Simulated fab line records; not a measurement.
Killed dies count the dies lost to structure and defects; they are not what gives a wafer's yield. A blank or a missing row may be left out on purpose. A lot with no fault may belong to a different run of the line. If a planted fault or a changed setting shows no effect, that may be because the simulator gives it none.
Comparing a struck lot with a sound one ; flow nandHarc ; 15 steps out of a route of 1302
Sound: the wafers L636.3, L636.4, L636.6. Struck: wafer L641.3; the same lot's L641.2 was not struck, so it is left out; see the end for the cause.
For every step that has rows: the tool of each side, followed by ch and its chambers, followed by its first start. Under that, the readings that differ: sound wafers ; struck wafers ; difference of the means ; sigmas: that difference in standard deviations of wafers without a fault.
alike: words and numbers the same on both sides, and readings whose means are apart by under 2 such deviations; not compared: readings that were withheld, readings missing a value for some wafer, numbers with overlapping values and no deviation given by the record, and bounds like >300 which may hide the same value.
The two part at a step that has a row with sigmas, a row that says differs or no value, or rows on one side only. Numbers that have no deviation but don't overlap get no sigmas and don't part them. Lack of a reading on every wafer of one side parts them only where that side has two or more wafers.

first, 7 steps without rows for these wafers: NHARC_A_CHANNEL_HOLE_D1_COAT_37 (time 65 s); NHARC_A_CHANNEL_HOLE_D1_COAT_04 (resist thk 90 nm); NHARC_A_CHANNEL_HOLE_D1_SOFTBAKE_05 (time 55 s); NHARC_A_CHANNEL_HOLE_D1_EBR_06; NHARC_A_CHANNEL_HOLE_D1_EXPOSE_07 (exposes mask HOLE D1, target cd 100 nm); NHARC_A_CHANNEL_HOLE_D1_PEB_08 (peb time 65 s); NHARC_A_CHANNEL_HOLE_D1_DEVELOP_09 (develop time 35 s).
NHARC_A_CHANNEL_HOLE_D1_CD_MEAS_10: target cd 100 nm.
  sound on cdSem-01 ch 0, day 10 06:28; struck on cdSem-01 ch 0, day 12 11:24
  alike: cdNm
NHARC_A_CHANNEL_HOLE_D1_OVL_MEAS_11:
  sound on overlay-02, day 10 06:33; struck on overlay-02, day 12 11:29
  alike: overlayXNm, overlayYNm
NHARC_A_CHANNEL_HOLE_D1_INSPECT_12:
  sound on defectInspect-02, day 10 06:35; struck on defectInspect-01, day 12 11:31
  alike: rawDefectCount
NHARC_A_CHANNEL_HOLE_D1_DESCUM_15: chemistry O2, time 3 s.
  sound on rieDiel-08 ch 0,3, day 10 06:39; struck on rieDiel-08 ch 1, day 12 11:36
reading;sound;struck;difference;sigmas
drypumpMotorCurrentA (A);5.2 5.7 5.2;6.2;+0.8;+2
  alike: oesProductAu, rfVppV, showerheadPlenumPTorr, throttleValvePct
  not compared: rfHoursCounterH
NHARC_A_CHANNEL_HOLE_D1_ETCH_38: etches the open film in CF4, target depth 39 nm, time 65 s.
  sound on rieDiel-08 ch 0,2, day 10 06:44; struck on rieDiel-08 ch 1, day 12 11:40
reading;sound;struck;difference;sigmas
drypumpMotorCurrentA (A);5.2 5.4 5.4;6.2;+0.9;+2
showerheadPlenumPTorr (Torr);1.87 1.80 1.80;1.66;-0.16;-2
  alike: oesProductAu, rfVppV, throttleValvePct
  not compared: rfHoursCounterH
NHARC_A_CHANNEL_HOLE_D1_ETCH_39: etches the open film in N2/H2, target depth 260 nm, time 325 s.
  sound on rieDiel-08 ch 0,1,2, day 10 07:10; struck on rieDiel-08 ch 1, day 12 11:47
reading;sound;struck;difference;sigmas
oesProductAu (a.u.);0.999 0.993 1.005;0.852;-0.147;-17
  alike: drypumpMotorCurrentA, rfVppV, showerheadPlenumPTorr, throttleValvePct
  not compared: rfHoursCounterH
NHARC_A_CHANNEL_HOLE_D1_ETCH_34: etches the open film in CF4/CHF3, target depth 154 nm, time 77 s.
  sound on rieDiel-08 ch 0,1,2; struck on rieDiel-08 ch 0
  alike: drypumpMotorCurrentA, oesProductAu, rfVppV, showerheadPlenumPTorr, throttleValvePct
  not compared: rfHoursCounterH
-- jump in the record: it breaks off in module A_CHANNEL_HOLE_D1 and resumes in module END (first step shown: number 1302 of the route), and 16 days separate the struck wafers' starts before and after --
NHARC_END_SORT_01:
  the record has rows for the struck wafers here (prober-02 ch 0, day 28 15:39) and none for the sound ones

== WHERE THEY PART ==
At NHARC_A_CHANNEL_HOLE_D1_DESCUM_15 first; at NHARC_END_SORT_01 last (within this record only).

WHY: what the simulator had put in
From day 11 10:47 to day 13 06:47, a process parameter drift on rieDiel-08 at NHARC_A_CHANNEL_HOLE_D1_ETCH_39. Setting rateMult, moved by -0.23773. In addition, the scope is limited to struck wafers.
